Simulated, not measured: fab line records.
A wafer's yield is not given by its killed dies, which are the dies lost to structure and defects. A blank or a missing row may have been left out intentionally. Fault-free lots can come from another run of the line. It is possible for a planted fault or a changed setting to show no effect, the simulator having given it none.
Chamber matching -- flow n5Finfet -- pecvd-04 running N5_BEOL_M4_ILD_DEP_00: 3 sister chambers
The step deposits SiOC from DEMS/O2, target thk 79 nm, time 15.3 s. 3 wafers are shown with their chamber, then 9 later ones without.

WAFERS PAIRED WITH THEIR CHAMBERS
wafer,chamber,heaterPowerW (W)
L084.6,1,491
L085.3,0,357
L085.5,2,448

WAFERS WHOSE CHAMBER IS MISSING
wafer,heaterPowerW (W)
L086.1,399
L086.2,471
L086.3,518
L087.1,366
L087.3,436
L087.4,431
L096.3,490
L096.5,492
L096.6,522

THE CHAMBER EACH PASSED THROUGH
wafer,from the rows above,in truth
L086.1,can't be placed: 0 or 2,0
L086.2,can't be placed: 1 or 2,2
L086.3,can't be placed: 1 or 2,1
L087.1,0,0
L087.3,can't be placed: 2 or 1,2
L087.4,can't be placed: 2 or 1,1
L096.3,can't be placed: 1 or 2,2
L096.5,can't be placed: 1 or 2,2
L096.6,can't be placed: 1 or 2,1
1 of 9 placed correctly. Cannot be placed on the basis of these rows: 8; the candidates contain the true chamber in 8. Number placed wrongly: 0.
How it was worked out, from the rows above alone: a wafer's distance from a chamber is the root of the sum, over the readings, of the square of ((its reading less the chamber's mean) divided by the reading's scatter). The wafer belongs to the nearest chamber; if the next one is less than 2 further off, it can't be placed. Each chamber's mean is taken over the wafers shown for it. The scatter: with one shown wafer a chamber, the root of the mean of the squares of how far each hidden wafer lies from its nearest shown one.
